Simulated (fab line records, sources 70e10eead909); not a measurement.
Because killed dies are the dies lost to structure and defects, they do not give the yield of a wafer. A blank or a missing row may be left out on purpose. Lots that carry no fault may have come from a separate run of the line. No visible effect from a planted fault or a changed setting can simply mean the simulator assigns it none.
A struck lot beside a sound one :: flow nand harc :: 14 out of 1302 route steps
Sound: wafers L318.2, L318.4, L318.5. Struck: wafer L333.5 (left out: L333.2, L333.6 of the same lot, which were not struck); the cause appears at the end.
Each step with rows lists, per side, the tool, then ch with its chambers, then its first start. Under that, the readings that differ: sound wafers :: struck wafers :: difference of the means :: sigmas: that difference in standard deviations of wafers without a fault.
alike: readings whose means differ by less than 2 such deviations, and words and numbers that are the same on both sides. not compared: withheld readings, readings that some wafer has no value for, bounds like >300 that may hide the same value, and numbers for which the record gives no deviation and whose values overlap.
The two part at a step that has a row with sigmas, a row that says differs or no value, or rows on one side only. Numbers that don't overlap but have no deviation are shown without sigmas and don't part them. A reading missing from all wafers of one side parts the sides only when that side holds two or more wafers.

first, 2 steps without rows for these wafers: NHARC_A_STAIRCASE_HARDBAKE_185 (time 140 s); NHARC_A_STAIRCASE_DESCUM_186 (chemistry O2, time 3 s).
NHARC_A_STAIRCASE_TRIM_187: chemistry O2, time 211.2 s.
  sound on rie diel-09 ch 1,2,3, day 15 10:08; struck on rie diel-12 ch 1, day 22 07:30
  alike: drypump motor current A, oes product au, rf vpp V, showerhead plenum p Torr, throttle valve pct
  not compared: rf hours counter h
then, 2 steps without rows for these wafers: NHARC_A_STAIRCASE_ETCH_188 (etches the open film in C4F8/O2, target depth 100 nm, time 40.5 s); NHARC_A_STAIRCASE_TRIM_189 (chemistry O2, time 211.2 s).
NHARC_A_STAIRCASE_ETCH_190: etches the open film in C4F8/O2, target depth 100 nm, time 40.5 s.
  sound: rie diel-09 ch 1,2,3; struck: rie diel-12 ch 1
  alike: bias w, oes product au, rf fwd power W, rf vpp V, run length s
  not compared: rf hours counter h
then, 3 steps without rows for these wafers: NHARC_A_STAIRCASE_TRIM_191 (chemistry O2, time 211.2 s); NHARC_A_STAIRCASE_ETCH_192 (etches the open film in C4F8/O2, target depth 100 nm, time 40.5 s); NHARC_A_STAIRCASE_TRIM_193 (chemistry O2, time 211.2 s).
NHARC_A_STAIRCASE_ETCH_194: etches the open film in C4F8/O2, target depth 100 nm, time 40.5 s.
  sound: rie diel-09 ch 1,2; struck: rie diel-12 ch 3
reading: rf vpp V (V)
sound: 888 899 887
struck: 903
difference: +12
sigmas: +2
  alike: bias w, oes product au, rf fwd power W, run length s
  not compared: rf hours counter h
NHARC_A_STAIRCASE_TRIM_196: chemistry O2, time 211.2 s.
  sound on rie diel-09 ch 0,1,2, day 15 11:17; struck on rie diel-09 ch 2, day 22 08:32
  alike: drypump motor current A, oes product au, rf vpp V, showerhead plenum p Torr, throttle valve pct
  not compared: rf hours counter h
NHARC_A_STAIRCASE_ETCH_197: etches the open film in C4F8/O2, target depth 100 nm, time 40.5 s.
  sound on rie diel-09 ch 1,2,3, day 15 11:29; struck on rie diel-09 ch 1, day 22 08:41
reading: run length s (s)
sound: 61.8 61.6 61.5
struck: 52.0
difference: -9.6
sigmas: -31
  alike: oes product au, rf vpp V
  not compared: bias w, rf fwd power W, rf hours counter h
NHARC_A_STAIRCASE_TRIM_198: chemistry O2, time 211.2 s.
  sound: rie diel-09 ch 0,1,3; struck: rie diel-09 ch 1
reading: rf vpp V (V)
sound: 57.9 58.2 57.1
struck: 59.6
difference: +1.9
sigmas: +2

reading: showerhead plenum p Torr (Torr)
sound: 3.29 3.66 3.52
struck: 3.81
difference: +0.32
sigmas: +2
  alike: drypump motor current A, oes product au, throttle valve pct
  not compared: rf hours counter h
-- record jumps: 8 days between struck wafers' starts before vs after; left off in module A_STAIRCASE, resumes in module END, first step shown is number 1302 of the route --
NHARC_END_SORT_01:
  here the record holds rows for the struck wafers (prober-02 ch 0, day 30 15:29) but none for the sound ones

WHERE THEY PART
At NHARC_A_STAIRCASE_ETCH_194 first; at NHARC_END_SORT_01 last (within this record only).

WHY: what had been put in by the simulator
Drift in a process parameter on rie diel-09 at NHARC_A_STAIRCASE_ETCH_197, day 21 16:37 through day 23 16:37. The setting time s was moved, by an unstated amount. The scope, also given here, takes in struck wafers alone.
